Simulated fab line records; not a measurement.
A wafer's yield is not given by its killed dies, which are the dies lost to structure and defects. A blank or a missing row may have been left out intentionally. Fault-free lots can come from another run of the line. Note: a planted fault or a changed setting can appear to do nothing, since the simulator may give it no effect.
fab line records	flow nand_harc	part 1 of 2: steps 1 to 27 of 40
record lots=5	wafers=15	last_day=33
route steps=1302 shown P_ZERO_WELL@7
lots untouched by any fault: they come from a run of this same line in which no faults occurred
start_h: start of the lot's first displayed wafer, in hours after the record's first day	wait_h: hours since the lot's step before	" as in the row above	L1.1+2: a single row standing in for several wafers	- no value present, or no start provided	* or withheld: withheld	< > ~ a bound
route shown NAME@n: names a module that has steps shown in the file, with the first one's number in the route	usual: average and standard deviation across the fault-free wafers	same: alike in all rows	chamber/n: place in a boat	sites: per-site readings	_std_site: standard deviation across them	_edge_site: the outer-site mean with the inner-site mean subtracted	radius_mm: for every site, how far away it sits from the centre of the wafer	mask NAME#n: copy n	behind: the tool/chamber that last shaped the wafer	hold: what put the lot on hold/how long, in hours/how the hold closed	device: names the non-switching transistor (n, p or np)	end of line: the same wafers' tests at the end of the route	a step without rows: its recipe alone	killed: the dies lost at the first sort to structure and to defects; this is not the yield of the wafer	map: shows each die of a wafer: x if killed, . if not, _ if none is there
set.NAME: the setting as run; set.NAME@STEP: as run at that earlier step	model.NAME: the simulator's own value behind a step, which no gauge read
a table for each step, a row for each wafer; lots at some steps of the route
services: from which hour (start_h, from the record's first day; less than 0 if before it) a tool's chamber was out of use, for how many hours, and why
## steps
# step NHARC_P_ZERO_WELL_COAT_64
# recipe temp_c=200	time_s=65
lot.wafer	tool	chamber	start_h	wait_h
L074.2+4+6	litho_track-02	0	-	-
L082.1+3+4	litho_track-07	0	-	-
L089.1+3+6	litho_track-02	0	-	-
L093.1+2+5	litho_track-07	0	-	-
L097.1+3+5	litho_track-07	0	-	-
# step NHARC_P_ZERO_WELL_COAT_05
# recipe spin_rpm=2000	resist_thk_nm=600
lot.wafer	tool	chamber	start_h	wait_h
L074.2+4+6	litho_track-02	0	-	-
L082.1+3+4	litho_track-07	0	-	-
L089.1+3+6	litho_track-02	0	-	-
L093.1+2+5	litho_track-07	0	-	-
L097.1+3+5	litho_track-07	0	-	-
# step NHARC_P_ZERO_WELL_SOFTBAKE_06
# recipe temp_c=125	time_s=70
lot.wafer	tool	chamber	start_h	wait_h
L074.2+4+6	litho_track-02	0	-	-
L082.1+3+4	litho_track-07	0	-	-
L089.1+3+6	litho_track-02	0	-	-
L093.1+2+5	litho_track-07	0	-	-
L097.1+3+5	litho_track-07	0	-	-
# step NHARC_P_ZERO_WELL_EBR_07
lot.wafer	tool	chamber	start_h	wait_h
L074.2+4+6	litho_track-02	0	-	-
L082.1+3+4	litho_track-07	0	-	-
L089.1+3+6	litho_track-02	0	-	-
L093.1+2+5	litho_track-07	0	-	-
L097.1+3+5	litho_track-07	0	-	-
# step NHARC_P_ZERO_WELL_EXPOSE_08
# recipe na=0.55	target_cd_nm=500	dose_mj=33.8	mask_id=P_ZERO
# usual stage_vel_mm_s=500.01/0.24
lot.wafer	tool	chamber	start_h	wait_h	mask	stage_vel_mm_s
L074.2	krf_scanner-02	0	21.09	-	P_ZERO#0	500.11
L074.4	"	0	"	"	P_ZERO#0	500.06
L074.6	"	0	"	"	P_ZERO#0	499.60
L082.1	krf_scanner-02	0	101.18	-	P_ZERO#0	500.18
L082.3	"	0	"	"	P_ZERO#0	500.43
L082.4	"	0	"	"	P_ZERO#0	500.41
L089.1	krf_scanner-04	0	170.96	-	P_ZERO#0	499.93
L089.3	"	0	"	"	P_ZERO#0	499.99
L089.6	"	0	"	"	P_ZERO#0	499.69
L093.1	krf_scanner-04	0	211.10	-	P_ZERO#0	499.98
L093.2	"	0	"	"	P_ZERO#0	499.84
L093.5	"	0	"	"	P_ZERO#0	499.98
L097.1	krf_scanner-04	0	251.10	-	P_ZERO#0	499.87
L097.3	"	0	"	"	P_ZERO#0	500.02
L097.5	"	0	"	"	P_ZERO#0	499.95
# step NHARC_P_ZERO_WELL_PEB_09
# recipe peb_temp_c=128	peb_time_s=80
lot.wafer	tool	chamber	start_h	wait_h
L074.2+4+6	litho_track-03	0	21.15	0.1
L082.1+3+4	litho_track-07	0	101.25	0.1
L089.1+3+6	litho_track-02	0	171.02	0.1
L093.1+2+5	litho_track-03	0	211.16	0.1
L097.1+3+5	litho_track-03	0	251.16	0.1
# step NHARC_P_ZERO_WELL_DEVELOP_10
# recipe time_s=50	dev_temp_c=22
lot.wafer	tool	chamber	start_h	wait_h
L074.2+4+6	litho_track-03	0	-	-
L082.1+3+4	litho_track-07	0	-	-
L089.1+3+6	litho_track-02	0	-	-
L093.1+2+5	litho_track-03	0	-	-
L097.1+3+5	litho_track-03	0	-	-
# step NHARC_P_ZERO_WELL_CD_MEAS_11
# recipe target_cd_nm=500	landing_energy_ev=500
# usual cd_nm=499.0/2.3
# same landing_energy_ev=500
lot.wafer	tool	chamber	start_h	wait_h	cd_nm
L074.2	cd_sem-01	0	21.24	-	497.6
L074.4	"	0	"	"	498.0
L074.6	"	0	"	"	498.1
L082.1	cd_sem-03	0	101.34	-	500.0
L082.3	"	0	"	"	499.8
L082.4	"	0	"	"	501.5
L089.1	cd_sem-01	0	171.11	-	500.9
L089.3	"	0	"	"	500.7
L089.6	"	0	"	"	499.4
L093.1	cd_sem-02	0	211.25	-	499.2
L093.2	"	0	"	"	496.9
L093.5	"	0	"	"	498.3
L097.1	cd_sem-01	0	251.25	-	497.0
L097.3	"	0	"	"	501.3
L097.5	"	0	"	"	499.3
# step NHARC_P_ZERO_WELL_HARDBAKE_12
# recipe temp_c=118	time_s=65
lot.wafer	tool	chamber	start_h	wait_h
L074.2+4+6	litho_track-02	0	21.32	-
L082.1+3+4	litho_track-07	0	101.42	-
L089.1+3+6	litho_track-07	0	171.19	-
L093.1+2+5	litho_track-02	0	211.33	-
L097.1+3+5	litho_track-02	0	251.33	-
# step NHARC_P_ZERO_WELL_DESCUM_13
# recipe time_s=3	o2_flow_sccm=200	ar_flow_sccm=0	bias_power_w=0	chemistry=O2
# usual drypump_motor_current_A=5.4/0.53	o2_flow_sccm=199.9/0.65	oes_product_au=1.002/0.013	rf_vpp_V=57.6/0.97	showerhead_plenum_p_Torr=1.87/0.083	throttle_valve_pct=11.312/0.0091
lot.wafer	tool	chamber	start_h	wait_h	drypump_motor_current_A	o2_flow_sccm	oes_product_au	rf_hours_counter_h	rf_vpp_V	showerhead_plenum_p_Torr	throttle_valve_pct
L074.4	rie_diel-01	3	21.39	-	5.4	199.9	1.020	62	57.2	1.87	11.315
L074.2	"	0	"	"	6.0	200.5	1.008	64	58.1	1.93	11.308
L074.6	"	0	"	"	6.0	201.0	1.010	-	57.7	1.93	11.318
L082.4	rie_diel-01	1	101.49	-	6.3	199.6	1.000	17	56.5	1.86	11.298
L082.3	"	2	"	"	6.0	199.8	0.999	17	58.4	1.99	11.325
L082.1	"	0	"	"	6.0	199.8	1.020	18	56.3	1.93	11.295
L089.1	rie_diel-06	2	171.28	-	4.8	199.5	0.987	12	55.1	1.79	11.317
L089.3	"	3	"	"	5.0	200.4	1.017	9	58.1	1.81	11.318
L089.6	"	2	"	"	4.8	199.1	0.996	-	57.3	1.79	11.319
L093.2	rie_diel-06	2	211.41	-	4.7	200.3	0.998	22	58.0	1.79	11.321
L093.1	"	1	"	"	5.2	200.3	0.993	24	59.7	2.07	11.318
L093.5	"	2	"	"	4.8	199.0	1.007	-	56.4	1.79	11.329
L097.1	rie_diel-08	1	251.40	-	4.9	199.9	1.005	20	56.7	1.93	11.314
L097.3	"	2	"	"	4.8	199.7	0.997	20	59.1	1.84	11.294
L097.5	"	1	"	"	4.9	199.4	1.008	-	58.0	1.93	11.319
# step NHARC_P_ZERO_WELL_ETCH_65
# recipe target_depth_a=800	overetch_a=240	time_s=87.88	ion_energy_ev=200	n2_flow_sccm=150	h2_flow_sccm=150	ar_flow_sccm=0	rf_w=400	bias_w=150	chemistry=N2/H2
# usual drypump_motor_current_A=5.4/0.51	n2_flow_sccm=150.0/0.48	oes_product_au=1.003/0.013	rf_fwd_power_W=397.3/1.6	rf_vpp_V=429.4/2.7	showerhead_plenum_p_Torr=2.00/0.089	throttle_valve_pct=14.172/0.0096
lot.wafer	tool	chamber	start_h	wait_h	drypump_motor_current_A	n2_flow_sccm	oes_product_au	rf_fwd_power_W	rf_hours_counter_h	rf_vpp_V	showerhead_plenum_p_Torr	throttle_valve_pct
L074.2	rie_diel-01	0	21.49	0.1	6.0	149.9	1.014	395.7	64	431.8	2.06	14.168
L074.4	"	2	"	"	6.1	151.0	1.004	396.4	61	433.1	2.13	14.169
L074.6	"	3	"	"	5.3	150.1	1.024	396.2	-	429.6	1.99	14.176
L082.4	rie_diel-01	0	101.58	0.1	6.0	150.1	1.011	399.4	18	430.2	2.05	14.175
L082.1	"	1	"	"	6.3	149.9	1.015	399.9	17	429.4	1.98	14.177
L082.3	"	3	"	"	5.3	150.0	1.025	395.2	17	429.9	1.99	14.178
L089.1	rie_diel-06	3	171.48	0.2	5.0	150.1	1.011	398.8	9	428.3	1.93	14.168
L089.3	"	2	"	"	4.8	150.1	0.995	398.9	12	426.6	1.91	14.187
L089.6	"	0	"	"	5.7	149.9	1.001	394.3	-	426.6	1.91	14.165
L093.2	rie_diel-06	2	211.50	0.1	4.8	149.9	0.989	396.9	22	425.6	1.90	14.168
L093.1	"	3	"	"	5.1	149.7	1.011	399.4	20	426.2	1.93	14.171
L093.5	"	2	"	"	4.8	150.1	1.006	398.1	-	427.0	1.90	14.171
L097.1	rie_diel-08	0	251.49	0.1	5.1	150.1	0.996	397.6	19	427.8	1.97	14.175
L097.3	"	1	"	"	4.9	149.6	1.003	397.0	20	432.1	2.06	14.155
L097.5	"	1	"	"	4.9	150.7	1.010	396.5	-	431.7	2.06	14.172
# step NHARC_P_ZERO_WELL_ETCH_62
# recipe target_depth_a=130	time_s=6.5	chf3_flow_sccm=50	ar_flow_sccm=200	rf_w=500	bias_w=200	chemistry=CHF3/Ar
# usual drypump_motor_current_A=5.4/0.52	oes_product_au=0.961/0.019	rf_fwd_power_W=488.8/2.4	rf_vpp_V=369.5/2.3	showerhead_plenum_p_Torr=2.30/0.096	throttle_valve_pct=20.216/0.01
lot.wafer	tool	chamber	start_h	wait_h	drypump_motor_current_A	oes_product_au	rf_fwd_power_W	rf_hours_counter_h	rf_vpp_V	showerhead_plenum_p_Torr	throttle_valve_pct
L074.2	rie_diel-01	2	-	-	6.0	0.957	486.6	61	372.8	2.44	20.215
L074.4	"	1	"	"	6.2	0.956	489.7	61	369.8	2.29	20.210
L074.6	"	3	"	"	5.3	0.970	488.4	-	368.4	2.30	20.223
L082.1	rie_diel-01	1	-	-	6.2	0.965	488.0	17	368.4	2.28	20.215
L082.3	"	2	"	"	6.1	0.965	486.4	17	372.3	2.43	20.227
L082.4	"	0	"	"	6.0	0.982	494.8	18	371.1	2.36	20.228
L089.3	rie_diel-06	1	-	-	5.2	0.943	488.3	12	374.7	2.53	20.209
L089.1	"	2	"	"	4.8	0.955	488.3	12	367.9	2.20	20.232
L089.6	"	3	"	"	5.0	0.970	493.7	-	368.9	2.23	20.220
L093.1	rie_diel-06	3	-	-	5.0	0.943	489.8	20	367.7	2.22	20.212
L093.2	"	1	"	"	5.2	0.937	488.3	24	373.7	2.53	20.215
L093.5	"	3	"	"	5.0	0.939	489.8	-	367.6	2.22	20.224
L097.3	rie_diel-08	0	-	-	5.1	0.919	489.4	19	369.4	2.27	20.219
L097.1	"	1	"	"	4.9	0.935	486.1	20	370.6	2.37	20.223
L097.5	"	1	"	"	4.9	0.939	485.9	-	372.1	2.37	20.217
# step NHARC_P_ZERO_WELL_ETCH_63
# recipe target_depth_a=1200	time_s=40.1	hbr_flow_sccm=150	cl2_flow_sccm=50	rf_w=400	icp_w=400	bias_w=100	chemistry=HBr/Cl2
# usual drypump_motor_current_A=5.9/0.36	oes_product_au=1.003/0.009	rf_fwd_power_W=395.0/1.9	throttle_valve_pct=26.408/0.0087
lot.wafer	tool	chamber	start_h	wait_h	drypump_motor_current_A	oes_product_au	rf_fwd_power_W	rf_hours_counter_h	throttle_valve_pct
L074.2	rie_si-03	0	21.68	-	6.3	0.992	395.5	0.80	26.409
L074.4	"	1	"	"	5.7	0.997	390.1	0.82	26.409
L074.6	"	2	"	"	5.0	0.987	395.9	-	26.410
L082.1	rie_si-03	1	101.77	-	5.6	1.004	393.5	0.31	26.391
L082.4	"	2	"	"	5.0	1.006	396.5	0.23	26.392
L082.3	"	3	"	"	5.8	1.011	395.2	0.28	26.404
L089.1	rie_si-02	2	171.68	-	5.6	1.003	395.4	0.34	26.414
L089.3	"	3	"	"	5.7	1.010	394.8	0.33	26.414
L089.6	"	0	"	"	6.1	1.002	397.0	-	26.407
L093.1	rie_si-03	3	211.69	-	5.8	1.011	396.9	0.85	26.413
L093.2	"	0	"	"	6.3	1.008	394.1	1.09	26.387
L093.5	"	2	"	"	5.0	1.005	395.3	-	26.407
L097.1	rie_si-05	3	251.67	-	6.4	1.012	395.6	0.75	26.417
L097.3	"	0	"	"	5.6	1.009	391.2	0.62	26.409
L097.5	"	3	"	"	6.4	1.007	393.8	-	26.421
# step NHARC_P_ZERO_WELL_STRIP_15
# recipe time_s=900	temp_c=130	chemistry=SPM
# usual bath_heat_duty_pct=15.4/1.2
lot.wafer	tool	chamber	start_h	wait_h	bath_heat_duty_pct
L074.4	wet_bench-05	1	21.81	-	15.4
L074.6	"	2	"	"	15.5
L074.2	"	5	"	"	16.8
L082.1	wet_bench-03	6	101.93	-	13.1
L082.4	"	7	"	"	15.1
L082.3	"	0	"	"	15.0
L089.1	wet_bench-05	0	171.80	-	15.9
L089.6	"	1	"	"	15.4
L089.3	"	4	"	"	15.0
L093.5	wet_bench-05	3	211.84	-	12.8
L093.1	"	4	"	"	13.9
L093.2	"	5	"	"	16.3
L097.5	wet_bench-01	6	251.81	-	14.9
L097.3	"	1	"	"	15.1
L097.1	"	3	"	"	14.6
# step NHARC_P_ZERO_WELL_DEHYDRATE_16
# recipe temp_c=150	time_s=120
lot.wafer	tool	chamber	start_h	wait_h
L074.2+4+6	litho_track-03	0	22.16	-
L082.1+3+4	litho_track-02	0	102.25	-
L089.1+3+6	litho_track-07	0	172.15	-
L093.1+2+5	litho_track-07	0	212.17	-
L097.1+3+5	litho_track-02	0	252.17	-
# step NHARC_P_ZERO_WELL_HMDS_17
# recipe time_s=30
lot.wafer	tool	chamber	start_h	wait_h
L074.2+4+6	litho_track-03	0	-	-
L082.1+3+4	litho_track-02	0	-	-
L089.1+3+6	litho_track-07	0	-	-
L093.1+2+5	litho_track-07	0	-	-
L097.1+3+5	litho_track-02	0	-	-
# step NHARC_P_ZERO_WELL_COAT_18
# recipe spin_rpm=withheld
lot.wafer	tool	chamber	start_h	wait_h
L074.2+4+6	litho_track-03	0	-	-
L082.1+3+4	litho_track-02	0	-	-
L089.1+3+6	litho_track-07	0	-	-
L093.1+2+5	litho_track-07	0	-	-
L097.1+3+5	litho_track-02	0	-	-
# step NHARC_P_ZERO_WELL_SOFTBAKE_19
# recipe temp_c=122	time_s=95
lot.wafer	tool	chamber	start_h	wait_h
L074.2+4+6	litho_track-03	0	-	-
L082.1+3+4	litho_track-02	0	-	-
L089.1+3+6	litho_track-07	0	-	-
L093.1+2+5	litho_track-07	0	-	-
L097.1+3+5	litho_track-02	0	-	-
# step NHARC_P_ZERO_WELL_EBR_20
lot.wafer	tool	chamber	start_h	wait_h
L074.2+4+6	litho_track-03	0	-	-
L082.1+3+4	litho_track-02	0	-	-
L089.1+3+6	litho_track-07	0	-	-
L093.1+2+5	litho_track-07	0	-	-
L097.1+3+5	litho_track-02	0	-	-
# step NHARC_P_ZERO_WELL_EXPOSE_21
# recipe na=0.6	target_cd_nm=720	dose_mj=22.31	mask_id=P_NWELL
# usual stage_vel_mm_s=500.00/0.27
lot.wafer	tool	chamber	start_h	wait_h	mask	stage_vel_mm_s
L074.2	krf_scanner-01	0	22.30	-	P_NWELL#0	500.03
L074.4	"	0	"	"	P_NWELL#0	500.14
L074.6	"	0	"	"	P_NWELL#0	500.30
L082.1	krf_scanner-01	0	102.52	-	P_NWELL#0	499.71
L082.3	"	0	"	"	P_NWELL#0	499.68
L082.4	"	0	"	"	P_NWELL#0	499.86
L089.1	krf_scanner-04	0	172.42	-	P_NWELL#0	500.43
L089.3	"	0	"	"	P_NWELL#0	499.86
L089.6	"	0	"	"	P_NWELL#0	500.29
L093.1	krf_scanner-04	0	212.32	-	P_NWELL#0	500.05
L093.2	"	0	"	"	P_NWELL#0	500.20
L093.5	"	0	"	"	P_NWELL#0	500.15
L097.1	krf_scanner-01	0	252.31	-	P_NWELL#0	500.33
L097.3	"	0	"	"	P_NWELL#0	499.98
L097.5	"	0	"	"	P_NWELL#0	499.62
# step NHARC_P_ZERO_WELL_PEB_22
# recipe peb_temp_c=118	peb_time_s=85
lot.wafer	tool	chamber	start_h	wait_h
L074.2+4+6	litho_track-07	0	22.37	0.1
L082.1+3+4	litho_track-07	0	102.59	0.1
L089.1+3+6	litho_track-03	0	172.49	0.1
L093.1+2+5	litho_track-07	0	212.38	0.1
L097.1+3+5	litho_track-03	0	252.38	0.1
# step NHARC_P_ZERO_WELL_DEVELOP_23
# recipe time_s=70
lot.wafer	tool	chamber	start_h	wait_h
L074.2+4+6	litho_track-07	0	-	-
L082.1+3+4	litho_track-07	0	-	-
L089.1+3+6	litho_track-03	0	-	-
L093.1+2+5	litho_track-07	0	-	-
L097.1+3+5	litho_track-03	0	-	-
# step NHARC_P_ZERO_WELL_CD_MEAS_24
# recipe target_cd_nm=720	landing_energy_ev=500
# usual cd_nm=719.3/1.5
# same landing_energy_ev=500
lot.wafer	tool	chamber	start_h	wait_h	cd_nm
L074.2	cd_sem-02	0	22.46	-	719.6
L074.4	"	0	"	"	717.8
L074.6	"	0	"	"	720.8
L082.1	cd_sem-01	0	102.69	-	718.4
L082.3	"	0	"	"	717.6
L082.4	"	0	"	"	718.0
L089.1	cd_sem-01	0	172.58	-	716.0
L089.3	"	0	"	"	719.6
L089.6	"	0	"	"	718.1
L093.1	cd_sem-01	0	212.47	-	720.2
L093.2	"	0	"	"	720.1
L093.5	"	0	"	"	721.7
L097.1	cd_sem-02	0	252.47	-	716.4
L097.3	"	0	"	"	720.3
L097.5	"	0	"	"	718.3
# step NHARC_P_ZERO_WELL_HARDBAKE_25
# recipe temp_c=125	time_s=80
lot.wafer	tool	chamber	start_h	wait_h
L074.2+4+6	litho_track-02	0	22.54	-
L082.1+3+4	litho_track-07	0	102.77	-
L089.1+3+6	litho_track-07	0	172.66	-
L093.1+2+5	litho_track-07	0	212.55	-
L097.1+3+5	litho_track-03	0	252.55	-
# step NHARC_P_ZERO_WELL_DESCUM_26
# recipe time_s=3	o2_flow_sccm=200	ar_flow_sccm=0	bias_power_w=0	chemistry=O2
# usual drypump_motor_current_A=5.3/0.46	o2_flow_sccm=200.0/0.53	oes_product_au=0.999/0.012	rf_vpp_V=57.5/0.86	showerhead_plenum_p_Torr=1.86/0.084	throttle_valve_pct=11.310/0.009
lot.wafer	tool	chamber	start_h	wait_h	drypump_motor_current_A	o2_flow_sccm	oes_product_au	rf_hours_counter_h	rf_vpp_V	showerhead_plenum_p_Torr	throttle_valve_pct
L074.2	rie_diel-06	1	25.10	-	5.2	200.6	1.000	14	56.9	1.77	11.302
L074.4	"	2	"	"	4.8	200.3	1.003	16	57.2	1.81	11.312
L074.6	"	1	"	"	5.1	199.4	1.012	-	57.8	1.77	11.299
L082.3	rie_diel-08	1	102.85	-	4.9	199.5	1.003	30	57.5	1.95	11.319
L082.4	"	2	"	"	4.8	200.4	0.983	23	57.8	1.85	11.298
L082.1	"	0	"	"	5.1	199.7	0.979	32	58.2	1.87	11.329
L089.3	rie_diel-06	1	172.75	-	5.1	200.7	0.999	12	58.5	2.07	11.315
L089.1	"	2	"	"	4.7	199.7	0.994	12	56.4	1.79	11.310
L089.6	"	0	"	"	5.6	200.0	0.986	-	57.0	1.80	11.318
L093.2	rie_diel-08	3	212.93	-	5.1	199.8	1.008	4	58.0	2.07	11.305
L093.1	"	0	"	"	5.1	200.2	0.999	4	57.4	1.86	11.315
L093.5	"	1	"	"	4.9	201.9	1.002	-	56.9	1.94	11.320
L097.1	rie_diel-08	3	252.63	-	5.2	200.3	0.991	18	58.2	2.07	11.310
L097.3	"	2	"	"	4.8	200.6	0.991	20	55.1	1.84	11.307
L097.5	"	3	"	"	5.2	200.6	0.991	-	58.4	2.07	11.319
# step NHARC_P_ZERO_WELL_IMPLANT_27
# recipe energy_kev=600	dose_cm2=1e+13	tilt_deg=7
# usual dose_ions_cm2=1e+13/1e+10
# same implant_ion_amu=31
lot.wafer	tool	chamber	start_h	wait_h	dose_ions_cm2
L074.2	implanter-01	0	25.26	0.2	9.999e+12
L074.4	"	0	"	"	9.998e+12
L074.6	"	0	"	"	1.0007e+13
L082.1	implanter-01	0	103.00	0.1	9.999e+12
L082.3	"	0	"	"	1.0004e+13
L082.4	"	0	"	"	1.0005e+13
L089.1	implanter-01	0	172.89	0.1	9.985e+12
L089.3	"	0	"	"	9.997e+12
L089.6	"	0	"	"	9.99e+12
L093.1	implanter-01	0	213.06	0.1	9.998e+12
L093.2	"	0	"	"	1.0012e+13
L093.5	"	0	"	"	1.0006e+13
L097.1	implanter-01	0	252.78	0.1	1.0007e+13
L097.3	"	0	"	"	1.0007e+13
L097.5	"	0	"	"	1.0017e+13
# step NHARC_P_ZERO_WELL_IMPLANT_57
# recipe energy_kev=250	dose_cm2=4e+12	tilt_deg=7
# usual dose_ions_cm2=3.998e+12/4e+09
# same implant_ion_amu=31
lot.wafer	tool	chamber	start_h	wait_h	dose_ions_cm2
L074.2	implanter-01	0	25.44	0.1	3.996e+12
L074.4	"	0	"	"	4e+12
L074.6	"	0	"	"	4e+12
L082.1	implanter-01	0	103.18	0.1	3.996e+12
L082.3	"	0	"	"	4.004e+12
L082.4	"	0	"	"	4.001e+12
L089.1	implanter-01	0	173.07	0.1	3.998e+12
L089.3	"	0	"	"	4.003e+12
L089.6	"	0	"	"	3.996e+12
L093.1	implanter-01	0	213.23	0.1	3.995e+12
L093.2	"	0	"	"	4.002e+12
L093.5	"	0	"	"	3.996e+12
L097.1	implanter-01	0	252.96	0.2	4.003e+12
L097.3	"	0	"	"	3.995e+12
L097.5	"	0	"	"	4.001e+12
